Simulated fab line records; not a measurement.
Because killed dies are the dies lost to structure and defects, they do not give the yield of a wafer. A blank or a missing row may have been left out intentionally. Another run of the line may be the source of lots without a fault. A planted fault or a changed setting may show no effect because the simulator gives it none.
Matching of chambers + flow nand-harc + pecvd-02 running NHARC_A_DECK1_JOINT_DEP_16: 3 sister chambers
The step deposits SiO2, target thk 45 nm. 14 wafers are shown with their chamber, then 7 later ones without.

== EACH WAFER AND ITS CHAMBER ==
| wafer  | chamber | heater-power-w (W) | throttle-valve-pct (%) | susceptor-temp-C (C) |
|--------|---------|--------------------|------------------------|----------------------|
| L949.1 | 0       | 410                | 15.7                   | 399.91               |
| L949.5 | 1       | 643                | 16.2                   | 399.98               |
| L949.6 | 0       | 409                | 15.9                   | 400.02               |
| L956.2 | 1       | 602                | 16.6                   | 399.77               |
| L956.4 | 2       | 617                | 15.4                   | 400.07               |
| L956.6 | 0       | 413                | 16.0                   | 400.02               |
| L959.1 | 2       | 638                | 15.4                   | 400.11               |
| L959.3 | 0       | 473                | 15.9                   | 399.97               |
| L959.6 | 2       | 641                | 15.4                   | 399.93               |
| L964.1 | 0       | 465                | 15.9                   | 400.41               |
| L964.2 | 2       | 706                | 15.2                   | 399.99               |
| L964.5 | 2       | 688                | 15.3                   | 399.67               |
| L966.2 | 0       | 441                | 15.8                   | 400.60               |
| L966.4 | 0       | 424                | 16.1                   | 400.44               |

SIGNATURES (means of the wafers above)
| reading            | chamber 0 | chamber 1 | chamber 2 | scatter within a chamber |
|--------------------|-----------|-----------|-----------|--------------------------|
| heater-power-w     | 433.57    | 622.50    | 658.00    | 31.2                     |
| throttle-valve-pct | 15.900    | 16.400    | 15.340    | 0.139                    |
| susceptor-temp-C   | 400.1957  | 399.8750  | 399.9540  | 0.235                    |
Rule: for each reading, subtract the chamber's mean from the wafer's reading, divide by that reading's scatter and square the result; add these up over the readings and take the root, which gives the wafer's distance from the chamber. The wafer belongs to the nearest chamber; if the next one is less than 2 further off, it can't be placed. The scatter: take each reading less its chamber's mean, square it, sum over the shown wafers, divide by the number of wafers less the number of chambers, and take the root.

== WAFERS WHOSE CHAMBER IS MISSING ==
| wafer  | heater-power-w (W) | throttle-valve-pct (%) | susceptor-temp-C (C) |
|--------|--------------------|------------------------|----------------------|
| L966.6 | 661                | 16.1                   | 399.87               |
| L969.2 | 669                | 15.5                   | 399.98               |
| L969.3 | 600                | 16.3                   | 400.30               |
| L969.6 | 661                | 15.2                   | 400.29               |
| L971.4 | 693                | 15.2                   | 400.24               |
| L971.5 | 437                | 16.0                   | 399.88               |
| L971.6 | 656                | 16.5                   | 399.86               |

== THE CHAMBER EACH PASSED THROUGH ==
| wafer  | from the rows above | in truth |
|--------|---------------------|----------|
| L966.6 | 1                   | 1        |
| L969.2 | 2                   | 2        |
| L969.3 | 1                   | 1        |
| L969.6 | 2                   | 2        |
| L971.4 | 2                   | 2        |
| L971.5 | 0                   | 0        |
| L971.6 | 1                   | 1        |
Correct placement for 7 of the 7. From these rows, 0 cannot be placed. 0 placed wrongly.
